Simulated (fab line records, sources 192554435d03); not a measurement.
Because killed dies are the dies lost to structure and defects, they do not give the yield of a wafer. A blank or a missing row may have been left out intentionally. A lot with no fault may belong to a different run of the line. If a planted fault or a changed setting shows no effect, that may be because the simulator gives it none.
Split-lot study :: flow n5Finfet :: on a route of 1938 steps: 7 lots, 21 wafers read

== ON THE SPLIT ==
At N5_BEOL_M8_PECVD_70 (deposits SiO2 from TEOS/O2, target thk 20 nm, time 22.7 s), the setting tempC was moved away from the recipe's 400 C on 4 of the 21 wafers read, by -1.3% to +3.5%. For the rest of the wafers, this setting stayed at what the recipe calls for.

== FROM THE SPLIT TO THE READING: what the file shows between them, 14 steps ==
- N5_BEOL_M8_PEB_09: peb time 60 s (also split here: pebTimeS)
- N5_BEOL_M8_DEVELOP_10: develop time 30 s
- N5_BEOL_M8_CD_MEAS_11: target cd 38.5 nm
- N5_BEOL_M8_DESCUM_16: chemistry O2, time 7.9 s
- N5_BEOL_M8_ETCH_61: etches SiARC in CF4, target depth 45.5 nm, time 75.8 s
- N5_BEOL_M8_ETCH_62: etches SOC in N2/H2, target depth 110 nm, overetch 22 nm, time 165 s (also split here: biasW)
- N5_BEOL_M8_STRIP_68: strips in N2/H2
- N5_BEOL_M8_STRIP_67: strips in CF4
- N5_BEOL_M8_HM_OPEN_17: chemistry Cl2/BCl3, target TiN, target depth 20 nm, overetch 6 nm
- N5_BEOL_M8_STRIP_19: strips in O2
- N5_BEOL_M8_CD_MEAS_18: pitch 80 nm, target cd 40 nm
- N5_BEOL_M8_COAT_63: time 60 s, resist thk 60 nm
- N5_BEOL_M8_COAT_64: time 60 s, resist thk 12 nm
- N5_BEOL_M8_STRIP_80: strips in N2/H2, time 10 s

== THE READING ==
SiO2_of_BEOL_M8_PECVD_70.thkNm (the simulator's own value, which no gauge read), in nm, at N5_BEOL_M8_HM_STRIP_39 (strips TiN in peroxide tin strip, target depth 25 nm, time 158 s). There is no usual value for it anywhere in the file. The 17 wafers here that ran the recipe average 19.9 nm, standard deviation 0.25 nm.

wafer: L074.2
tool, chamber at the split: pecvd-03, 0
tempC as run, C: 400
against the recipe: recipe
SiO2_of_BEOL_M8_PECVD_70.thkNm, nm: 19.4
against lot-mates on the recipe: -

wafer: L074.3
tool, chamber at the split: pecvd-03, 0,2
tempC as run, C: 400
against the recipe: recipe
SiO2_of_BEOL_M8_PECVD_70.thkNm, nm: 20
against lot-mates on the recipe: -

wafer: L074.4
tool, chamber at the split: pecvd-03, 0,2
tempC as run, C: 400
against the recipe: recipe
SiO2_of_BEOL_M8_PECVD_70.thkNm, nm: 20
against lot-mates on the recipe: -

wafer: L076.1
tool, chamber at the split: pecvd-01, 1
tempC as run, C: 400
against the recipe: recipe
SiO2_of_BEOL_M8_PECVD_70.thkNm, nm: 20
against lot-mates on the recipe: -

wafer: L076.3
tool, chamber at the split: pecvd-01, 2
tempC as run, C: 400
against the recipe: recipe
SiO2_of_BEOL_M8_PECVD_70.thkNm, nm: 19.6
against lot-mates on the recipe: -

wafer: L076.6
tool, chamber at the split: pecvd-01, 0
tempC as run, C: 394.6
against the recipe: -1.3%
SiO2_of_BEOL_M8_PECVD_70.thkNm, nm: 20.6
against lot-mates on the recipe: +0.8

wafer: L082.1
tool, chamber at the split: pecvd-03, 0
tempC as run, C: 400
against the recipe: recipe
SiO2_of_BEOL_M8_PECVD_70.thkNm, nm: 19.8
against lot-mates on the recipe: -

wafer: L082.4
tool, chamber at the split: pecvd-03, 2
tempC as run, C: 400
against the recipe: recipe
SiO2_of_BEOL_M8_PECVD_70.thkNm, nm: 20
against lot-mates on the recipe: -

wafer: L082.5
tool, chamber at the split: pecvd-03, 0
tempC as run, C: 400
against the recipe: recipe
SiO2_of_BEOL_M8_PECVD_70.thkNm, nm: 20.2
against lot-mates on the recipe: -

wafer: L086.2
tool, chamber at the split: pecvd-02, 1
tempC as run, C: 407.9
against the recipe: +2.0%
SiO2_of_BEOL_M8_PECVD_70.thkNm, nm: 18.4
against lot-mates on the recipe: -1.6

wafer: L086.5
tool, chamber at the split: pecvd-02, 1
tempC as run, C: 400
against the recipe: recipe
SiO2_of_BEOL_M8_PECVD_70.thkNm, nm: 20
against lot-mates on the recipe: -

wafer: L086.6
tool, chamber at the split: pecvd-02, 2
tempC as run, C: 407.9
against the recipe: +2.0%
SiO2_of_BEOL_M8_PECVD_70.thkNm, nm: 18.8
against lot-mates on the recipe: -1.2

wafer: L095.2
tool, chamber at the split: pecvd-02, 1
tempC as run, C: 400
against the recipe: recipe
SiO2_of_BEOL_M8_PECVD_70.thkNm, nm: 19.8
against lot-mates on the recipe: -

wafer: L095.4
tool, chamber at the split: pecvd-02, 2,1
tempC as run, C: 400
against the recipe: recipe
SiO2_of_BEOL_M8_PECVD_70.thkNm, nm: 20.2
against lot-mates on the recipe: -

wafer: L095.5
tool, chamber at the split: pecvd-02, 2,1
tempC as run, C: 400
against the recipe: recipe
SiO2_of_BEOL_M8_PECVD_70.thkNm, nm: 20
against lot-mates on the recipe: -

wafer: L094.2
tool, chamber at the split: pecvd-02, 0
tempC as run, C: 400
against the recipe: recipe
SiO2_of_BEOL_M8_PECVD_70.thkNm, nm: 19.8
against lot-mates on the recipe: -

wafer: L094.3
tool, chamber at the split: pecvd-02, 1
tempC as run, C: 400
against the recipe: recipe
SiO2_of_BEOL_M8_PECVD_70.thkNm, nm: 20.2
against lot-mates on the recipe: -

wafer: L094.4
tool, chamber at the split: pecvd-02, 0
tempC as run, C: 400
against the recipe: recipe
SiO2_of_BEOL_M8_PECVD_70.thkNm, nm: 20.4
against lot-mates on the recipe: -

wafer: L097.1
tool, chamber at the split: pecvd-03, 0
tempC as run, C: 400
against the recipe: recipe
SiO2_of_BEOL_M8_PECVD_70.thkNm, nm: 20
against lot-mates on the recipe: -

wafer: L097.3
tool, chamber at the split: pecvd-03, 1
tempC as run, C: 400
against the recipe: recipe
SiO2_of_BEOL_M8_PECVD_70.thkNm, nm: 19.6
against lot-mates on the recipe: -

wafer: L097.6
tool, chamber at the split: pecvd-03, 1
tempC as run, C: 414
against the recipe: +3.5%
SiO2_of_BEOL_M8_PECVD_70.thkNm, nm: 17.8
against lot-mates on the recipe: -2.0
Rows listing several chambers each stand for several wafers; the file does not say which wafer went through which chamber.

FIT RESULTS
A straight line over all 21 wafers: SiO2_of_BEOL_M8_PECVD_70.thkNm changes by -0.62 nm for each +1% of tempC; r = -0.93; the points scatter about the line by 0.25 nm.
The same after taking each lot's own level away (the mean of its wafers on the recipe; 21 wafers): -0.619 nm for each +1%; r = -0.95; scatter 0.22 nm.
That fit puts the effect of the largest move of tempC on the reading at 2.2 nm.
Measured against the standard deviation above, the lots' own levels, which go from 19.80 to 20.13 nm, span 1.4 times it.
The two slopes are in agreement: the lot-to-lot level therefore moves the slope only a little.
Check: with one of the wafers moved furthest among these (+3.5%) left out of the fit, the line predicts -2.4 nm for it against its lot-mates. It came out at -2 nm against them.

== FURTHER SPLITS ON THESE WAFERS ==
Before the reading, these wafers also passed through other splits. Each is held against what the fit with the lots' levels taken away leaves over:
other split on the same wafers: N5_BEOL_M7_HM_DEP_02 targetThkA
wafers away from the commonest value: 7
r with SiO2_of_BEOL_M8_PECVD_70.thkNm (lot level and that fit taken away): +0.27

other split on the same wafers: N5_BEOL_M8_ILD_DEP_00 timeS
wafers away from the commonest value: 6
r with SiO2_of_BEOL_M8_PECVD_70.thkNm (lot level and that fit taken away): +0.03

other split on the same wafers: N5_BEOL_M8_PEB_09 pebTimeS
wafers away from the commonest value: 6
r with SiO2_of_BEOL_M8_PECVD_70.thkNm (lot level and that fit taken away): +0.13

other split on the same wafers: N5_BEOL_M8_ETCH_62 biasW
wafers away from the commonest value: 9
r with SiO2_of_BEOL_M8_PECVD_70.thkNm (lot level and that fit taken away): -0.07

== THE WHOLE CHAIN: every reading that the file lists as answering this split, in the file's order ==
step: N5_BEOL_M8_PECVD_70
what it does: deposits SiO2 from TEOS/O2, target thk 20 nm, time 22.7 s
reading: SiO2_of_BEOL_M8_PECVD_70.thkNm (the simulator's own value, which no gauge read)
change (the file's fit): -0.581 nm for each +1% of the setting
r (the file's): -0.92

step: N5_BEOL_M8_HM_STRIP_39
what it does: strips TiN in peroxide tin strip, target depth 25 nm, time 158 s
reading: SiO2_of_BEOL_M8_PECVD_70.thkNm (the simulator's own value, which no gauge read)
change (the file's fit): -0.603 nm for each +1% of the setting
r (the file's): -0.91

== FILE'S OWN FIT ==
SiO2_of_BEOL_M8_PECVD_70.thkNm changes by -0.603 nm for each +1% of tempC, r = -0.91.
